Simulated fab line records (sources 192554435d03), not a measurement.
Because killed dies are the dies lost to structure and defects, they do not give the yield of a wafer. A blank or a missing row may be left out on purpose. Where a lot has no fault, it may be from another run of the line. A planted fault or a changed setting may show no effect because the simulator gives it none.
Chamber matching ; flow n5 finfet ; N5_MOL_CONTACT_COAG_ALD_27 on ald sin-01 has 3 sister chambers
The step deposits SiOC, target thk 17 nm, pulse time 1.5 s, time 2720 s. 3 wafers are shown with their chamber, then 7 later ones without.

WAFERS WITH THEIR CHAMBER
wafer;chamber;heater power w (W)
L080.2;1;689
L082.6;0;697
L089.2;3;737

WAFERS WITHOUT THEIR CHAMBER
wafer;heater power w (W)
L089.3;721
L089.6;711
L095.2;715
L095.3;748
L095.5;709
L096.1;719
L096.2;696

WHICH CHAMBER EACH ONE RAN IN
wafer;from the rows above;in truth
L089.3;can't be placed: 3 or 0 or 1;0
L089.6;can't be placed: 0 or 1 or 3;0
L095.2;can't be placed: 0 or 3 or 1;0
L095.3;3;3
L095.5;can't be placed: 0 or 1 or 3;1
L096.1;can't be placed: 3 or 0 or 1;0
L096.2;can't be placed: 0 or 1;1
Correctly placed: 1 of 7. Unplaceable from these rows: 6, with the true chamber sitting among the candidates in 6. 0 placed wrongly.
How it was worked out, from the rows above alone: a wafer's distance from a chamber is the root of the sum, over the readings, of the square of ((its reading less the chamber's mean) divided by the reading's scatter). If the next closest chamber is less than 2 further off than the closest, the wafer can't be placed; otherwise it belongs to the closest. For every chamber, the mean is computed from those of its wafers that are shown. The scatter: root of mean squared gap, hidden wafer to nearest shown wafer, with one shown wafer a chamber.
